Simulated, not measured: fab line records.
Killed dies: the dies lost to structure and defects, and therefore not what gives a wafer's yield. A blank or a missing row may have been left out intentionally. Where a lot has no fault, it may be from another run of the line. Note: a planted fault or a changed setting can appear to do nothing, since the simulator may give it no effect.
Matching of chambers || flow nandHarc || 4 sister chambers for NHARC_P_GATE_ALD_36 on aldSin-04
The step deposits SiNx, target thk 20 nm, pulse time 60 s, ald cycles 223. 4 wafers are shown with their chamber, then 8 later ones without.

== WAFERS PAIRED WITH THEIR CHAMBERS ==
{"wafer": "L080.1", "chamber": 0, "heaterPowerW (W)": 846}
{"wafer": "L087.1", "chamber": 3, "heaterPowerW (W)": 827}
{"wafer": "L087.6", "chamber": 1, "heaterPowerW (W)": 909}
{"wafer": "L089.2", "chamber": 2, "heaterPowerW (W)": 953}

== WAFERS WITH NO CHAMBER GIVEN ==
{"wafer": "L089.5", "heaterPowerW (W)": 872}
{"wafer": "L089.6", "heaterPowerW (W)": 941}
{"wafer": "L092.4", "heaterPowerW (W)": 913}
{"wafer": "L092.1", "heaterPowerW (W)": 847}
{"wafer": "L092.5", "heaterPowerW (W)": 911}
{"wafer": "L095.1", "heaterPowerW (W)": 910}
{"wafer": "L095.4", "heaterPowerW (W)": 856}
{"wafer": "L095.2", "heaterPowerW (W)": 873}

== CHAMBER TAKEN BY EACH ==
{"wafer": "L089.5", "from the rows above": "can't be placed: 0 or 1 or 3", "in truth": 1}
{"wafer": "L089.6", "from the rows above": "can't be placed: 2 or 1", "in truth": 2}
{"wafer": "L092.4", "from the rows above": 1, "in truth": 1}
{"wafer": "L092.1", "from the rows above": "can't be placed: 0 or 3", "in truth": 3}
{"wafer": "L092.5", "from the rows above": 1, "in truth": 1}
{"wafer": "L095.1", "from the rows above": 1, "in truth": 1}
{"wafer": "L095.4", "from the rows above": "can't be placed: 0 or 3", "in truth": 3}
{"wafer": "L095.2", "from the rows above": "can't be placed: 0 or 1 or 3", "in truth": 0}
Correctly placed: 3 of 8. Unplaceable from these rows: 5, with the true chamber sitting among the candidates in 5. Number placed wrongly: 0.
How it was worked out, from the rows above alone: a wafer's distance from a chamber is the root of the sum, over the readings, of the square of ((its reading less the chamber's mean) divided by the reading's scatter). If the next closest chamber is less than 2 further off than the closest, the wafer can't be placed; otherwise it belongs to the closest. Each chamber's mean is taken over the wafers shown for it. The scatter: with one shown wafer a chamber, the root of the mean of the squares of how far each hidden wafer lies from its nearest shown one.
